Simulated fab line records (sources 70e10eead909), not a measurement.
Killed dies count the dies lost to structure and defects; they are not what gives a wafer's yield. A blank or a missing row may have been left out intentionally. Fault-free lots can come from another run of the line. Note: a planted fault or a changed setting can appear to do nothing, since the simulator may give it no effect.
A lot that was struck, set against a sound lot ; flow nand harc ; 11 out of 1302 route steps
Sound: the wafers L702.1, L702.4, L702.5. The struck wafers were L701.2, L701.3, L701.4. The cause comes at the end.
Each step with rows lists, per side, the tool, then ch with its chambers, then its first start. Under that, the readings that differ: sound wafers ; struck wafers ; difference of the means ; sigmas: that difference in standard deviations of wafers without a fault.
alike: readings whose means differ by less than 2 such deviations, and words and numbers that are the same on both sides. not compared: withheld readings, readings that some wafer has no value for, bounds like >300 that may hide the same value, and numbers for which the record gives no deviation and whose values overlap.
A row with sigmas, a row that says differs or no value, or rows on one side alone: a step with any of these is where the two part. Non-overlapping numbers with no deviation appear without sigmas and do not part them. Lack of a reading on every wafer of one side parts them only where that side has two or more wafers.

first, 8 steps without rows for these wafers: NHARC_A_CHANNEL_HOLE_D2_EXPOSE_07 (exposes mask HOLE D2, target cd 100 nm); NHARC_A_CHANNEL_HOLE_D2_PEB_08 (peb time 65 s); NHARC_A_CHANNEL_HOLE_D2_DEVELOP_09 (develop time 35 s); NHARC_A_CHANNEL_HOLE_D2_DESCUM_15 (chemistry O2, time 3 s); NHARC_A_CHANNEL_HOLE_D2_ETCH_38 (etches the open film in CF4, target depth 39 nm, time 65 s); NHARC_A_CHANNEL_HOLE_D2_ETCH_39 (etches the open film in N2/H2, target depth 260 nm, time 325 s); NHARC_A_CHANNEL_HOLE_D2_ETCH_34 (etches the open film in CF4/CHF3, target depth 154 nm, time 77 s); NHARC_A_CHANNEL_HOLE_D2_ETCH_16 (etches the open film in O2/COS, target depth 3100 nm, time 806 s).
NHARC_A_CHANNEL_HOLE_D2_ETCH_19: etches the open film in C4F8/O2/Ar, time 34.5 s.
  sound on har etch-02 ch 0,1, day 19 18:11; struck on har etch-02 ch 0,1, day 18 21:58
  no value came back on the struck wafers for any of 5 readings (bias v (V), c4f8 flow sccm (sccm) and others); on the sound wafers bias v (V) reads 1177 1209 1195
  not compared: rf hours counter h
then, 1 step without rows for these wafers: NHARC_A_CHANNEL_HOLE_D2_ETCH_20 (etches the open film in C4F8/O2/Ar, time 361.9 s, target depth 1600 nm).
-- record jumps: 12 days between struck wafers' starts before vs after; left off in module A_CHANNEL_HOLE_D2, resumes in module END, first step shown is number 1302 of the route --
NHARC_END_SORT_01:
  sound on prober-02 ch 0, day 30 21:40; struck on prober-01 ch 0, day 30 19:02
reading;sound;struck;difference;sigmas
killed at array;48 47 44;668 674 675;+626;+28
killed dies;60 57 55;677 677 677;+620;+27
  alike: killed at other, killed at periphery, killed open, killed short

## WHERE THEY PART
First at NHARC_A_CHANNEL_HOLE_D2_ETCH_19; last, within this record, at NHARC_END_SORT_01.

WHY: the cause the simulator had injected
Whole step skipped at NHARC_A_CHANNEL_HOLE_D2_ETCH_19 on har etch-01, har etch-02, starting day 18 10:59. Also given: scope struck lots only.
